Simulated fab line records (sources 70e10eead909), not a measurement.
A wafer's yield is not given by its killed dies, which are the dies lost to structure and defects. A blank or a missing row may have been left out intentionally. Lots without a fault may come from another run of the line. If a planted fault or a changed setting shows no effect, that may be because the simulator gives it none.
Which tool was responsible? :: flow nandHarc :: 39 wafers from 13 lots sampled at 4 of the route's 1302 steps

== WHAT EACH GAUGE READ, for each wafer ==
NHARC_P_GATE_CD_MEAS_33. Usual: 119.7 nm for cdNm, sd 1.8.
lot: L865
measured: day 5 10:35
on: cdSem-01
cdNm (nm): 122.8 121.7 120.8
flag: 

lot: L866
measured: day 5 16:38
on: cdSem-02
cdNm (nm): 118.9 120.5 120.5
flag: 

lot: L868
measured: day 6 17:20
on: cdSem-03
cdNm (nm): 122.4 122.9 121.7
flag: 

lot: L869
measured: day 7 00:36
on: cdSem-02
cdNm (nm): 120.0 120.6 118.6
flag: 

lot: L870
measured: day 7 11:22
on: cdSem-01
cdNm (nm): 116.0 119.5 120.6
flag: 

lot: L873
measured: day 9 01:51
on: cdSem-02
cdNm (nm): 122.0 117.2 119.0
flag: 

lot: L874
measured: day 9 02:30
on: cdSem-03
cdNm (nm): 119.3 120.8 118.5
flag: 

lot: L875
measured: day 9 16:50
on: cdSem-02
cdNm (nm): 116.5 118.0 115.6
flag: 

lot: L879
measured: day 11 04:38
on: cdSem-03
cdNm (nm): 119.3 120.3 117.2
flag: 

lot: L884
measured: day 13 15:44
on: cdSem-03
cdNm (nm): 122.1 119.4 120.5
flag: 

lot: L885
measured: day 14 02:08
on: cdSem-01
cdNm (nm): 117.8 118.8 120.6
flag: 

lot: L887
measured: day 14 10:48
on: cdSem-02
cdNm (nm): 122.2 119.7 119.6
flag: 

lot: L886
measured: day 14 11:25
on: cdSem-01
cdNm (nm): 122.5 120.4 119.3
flag: 

NHARC_P_GATE_CD_MEAS_46: target cd 720 nm. Usual: 720.0 nm for cdNm, sd 1.1.
lot: L865
measured: day 5 21:29
on: cdSem-03
cdNm (nm): 719.6 718.0 719.1
flag: 

lot: L866
measured: day 6 03:36
on: cdSem-03
cdNm (nm): 721.1 721.7 722.5
flag: 

lot: L868
measured: day 7 04:23
on: cdSem-02
cdNm (nm): 720.4 720.4 719.9
flag: 

lot: L869
measured: day 7 11:25
on: cdSem-03
cdNm (nm): 718.9 719.0 719.1
flag: 

lot: L870
measured: day 7 22:18
on: cdSem-02
cdNm (nm): 718.9 719.4 719.7
flag: 

lot: L873
measured: day 9 12:44
on: cdSem-03
cdNm (nm): 719.4 719.4 719.6
flag: 

lot: L874
measured: day 9 13:26
on: cdSem-02
cdNm (nm): 721.5 719.9 721.4
flag: 

lot: L875
measured: day 10 03:43
on: cdSem-03
cdNm (nm): - - -
flag: OFF

lot: L879
measured: day 11 15:35
on: cdSem-02
cdNm (nm): 721.2 721.1 720.3
flag: 

lot: L884
measured: day 14 02:43
on: cdSem-01
cdNm (nm): 720.5 723.1 722.0
flag: 

lot: L885
measured: day 14 12:59
on: cdSem-03
cdNm (nm): 719.7 721.6 721.0
flag: 

lot: L887
measured: day 14 21:49
on: cdSem-01
cdNm (nm): 718.4 721.5 719.2
flag: 

lot: L886
measured: day 14 22:23
on: cdSem-03
cdNm (nm): 719.3 719.4 719.5
flag: 

== WHAT TOOL EACH LOT RAN ON (gives the tool, then ch and the chambers of the sampled wafers, and finally the start) ==
lot: L865
NHARC_P_GATE_DEP_103: pecvd-02 ch 0,1,2, day 5 08:53
NHARC_P_GATE_EXPOSE_43: krfScanner-04 ch 0, day 5 21:20

lot: L866
NHARC_P_GATE_DEP_103: pecvd-04 ch 0,1,2, day 5 15:01
NHARC_P_GATE_EXPOSE_43: krfScanner-01 ch 0, day 6 03:27

lot: L868
NHARC_P_GATE_DEP_103: pecvd-04 ch 0,2, day 6 15:40
NHARC_P_GATE_EXPOSE_43: krfScanner-01 ch 0, day 7 04:14

lot: L869
NHARC_P_GATE_DEP_103: pecvd-04 ch 0,2, day 6 23:00
NHARC_P_GATE_EXPOSE_43: krfScanner-01 ch 0, day 7 11:15

lot: L870
NHARC_P_GATE_DEP_103: pecvd-04 ch 0,1,2, day 7 09:44
NHARC_P_GATE_EXPOSE_43: krfScanner-02 ch 0, day 7 22:09

lot: L873
NHARC_P_GATE_DEP_103: pecvd-04 ch 0,1,2, day 9 00:15
NHARC_P_GATE_EXPOSE_43: krfScanner-01 ch 0, day 9 12:35

lot: L874
NHARC_P_GATE_DEP_103: pecvd-02 ch 1,2, day 9 00:52
NHARC_P_GATE_EXPOSE_43: krfScanner-04 ch 0, day 9 13:17

lot: L875
NHARC_P_GATE_DEP_103: pecvd-03 ch 0,1,2, day 9 15:08
NHARC_P_GATE_EXPOSE_43: krfScanner-04 ch 0, day 10 03:33

lot: L879
NHARC_P_GATE_DEP_103: pecvd-03 ch 1,2, day 11 02:57
NHARC_P_GATE_EXPOSE_43: krfScanner-01 ch 0, day 11 15:26

lot: L884
NHARC_P_GATE_DEP_103: pecvd-04 ch 0,1, day 13 14:04
NHARC_P_GATE_EXPOSE_43: krfScanner-04 ch 0, day 14 02:34

lot: L885
NHARC_P_GATE_DEP_103: pecvd-04 ch 0,2, day 14 00:20
NHARC_P_GATE_EXPOSE_43: krfScanner-01 ch 0, day 14 12:50

lot: L887
NHARC_P_GATE_DEP_103: pecvd-02 ch 0,1, day 14 09:08
NHARC_P_GATE_EXPOSE_43: krfScanner-02 ch 0, day 14 21:40

lot: L886
NHARC_P_GATE_DEP_103: pecvd-04 ch 0,1,2, day 14 09:47
NHARC_P_GATE_EXPOSE_43: krfScanner-04 ch 0, day 14 22:13
- NHARC_P_GATE_DEP_103: deposits SiON, target thk 30 nm.
- NHARC_P_GATE_EXPOSE_43: exposes mask P NSD, target cd 720 nm.

== WHAT THE TOOLS THEMSELVES READ (means of the sampled wafers that have a number; where no wafer has one, the mark that the record gives instead) ==
NHARC_P_GATE_DEP_103. Usual: 773 W for heaterPowerW, sd 91.
lot: L865
tool: pecvd-02
heaterPowerW (W): 756
flag: 

lot: L866
tool: pecvd-04
heaterPowerW (W): 749
flag: 

lot: L868
tool: pecvd-04
heaterPowerW (W): 828
flag: 

lot: L869
tool: pecvd-04
heaterPowerW (W): 804
flag: 

lot: L870
tool: pecvd-04
heaterPowerW (W): 768
flag: 

lot: L873
tool: pecvd-04
heaterPowerW (W): 797
flag: 

lot: L874
tool: pecvd-02
heaterPowerW (W): 712
flag: 

lot: L875
tool: pecvd-03
heaterPowerW (W): 813
flag: 

lot: L879
tool: pecvd-03
heaterPowerW (W): 807
flag: 

lot: L884
tool: pecvd-04
heaterPowerW (W): 661
flag: 

lot: L885
tool: pecvd-04
heaterPowerW (W): 804
flag: 

lot: L887
tool: pecvd-02
heaterPowerW (W): 658
flag: 

lot: L886
tool: pecvd-04
heaterPowerW (W): 773
flag: 

NHARC_P_GATE_EXPOSE_43. Usual: exposureDoseMJCm2 14.810, standard deviation 0.016; focusOffsetNm 0.0 nm, standard deviation 0.52.
lot: L865
tool: krfScanner-04
exposureDoseMJCm2: 14.806
focusOffsetNm (nm): -0.0
flag: 

lot: L866
tool: krfScanner-01
exposureDoseMJCm2: 14.804
focusOffsetNm (nm): 0.0
flag: 

lot: L868
tool: krfScanner-01
exposureDoseMJCm2: 14.832
focusOffsetNm (nm): 0.2
flag: 

lot: L869
tool: krfScanner-01
exposureDoseMJCm2: 14.819
focusOffsetNm (nm): 0.6
flag: 

lot: L870
tool: krfScanner-02
exposureDoseMJCm2: 14.794
focusOffsetNm (nm): 0.7
flag: 

lot: L873
tool: krfScanner-01
exposureDoseMJCm2: 14.801
focusOffsetNm (nm): 0.3
flag: 

lot: L874
tool: krfScanner-04
exposureDoseMJCm2: 14.824
focusOffsetNm (nm): -0.4
flag: 

lot: L875
tool: krfScanner-04
exposureDoseMJCm2: 14.793
focusOffsetNm (nm): 0.0
flag: 

lot: L879
tool: krfScanner-01
exposureDoseMJCm2: 14.800
focusOffsetNm (nm): -0.8
flag: 

lot: L884
tool: krfScanner-04
exposureDoseMJCm2: 14.779
focusOffsetNm (nm): -0.6
flag: 

lot: L885
tool: krfScanner-01
exposureDoseMJCm2: 14.788
focusOffsetNm (nm): 0.1
flag: 

lot: L887
tool: krfScanner-02
exposureDoseMJCm2: 14.820
focusOffsetNm (nm): -0.0
flag: 

lot: L886
tool: krfScanner-04
exposureDoseMJCm2: 14.825
focusOffsetNm (nm): -0.1
flag: 

== THE ANSWER, worked out from the rows above alone ==
Rule: a lot counts as off when the mean over its wafers that have a number is more than 3 standard deviations away from the usual mean. Also off: a lot with no number at a reading for which 4 or more lots have one. The other lots that the step has rows for count as sound. Order of review: gauges by route order, followed by the tools' own readings, for which a lot's mean as printed above is used. At the first step where some lot is off, the reading lying furthest off is the one used; lots without a number count as furthest.
Off, at NHARC_P_GATE_CD_MEAS_46 on cdNm: L875. Without a number there: L875.
A tool fits if, at a process step before that reading, it ran every lot that is off, and no sound lot after the first of them. Gauges at NHARC_P_GATE_CD_MEAS_46: tried the same way as those tools. Not one of the candidates tried fits.

== WHAT HAD BEEN PUT IN BY THE SIMULATOR ==
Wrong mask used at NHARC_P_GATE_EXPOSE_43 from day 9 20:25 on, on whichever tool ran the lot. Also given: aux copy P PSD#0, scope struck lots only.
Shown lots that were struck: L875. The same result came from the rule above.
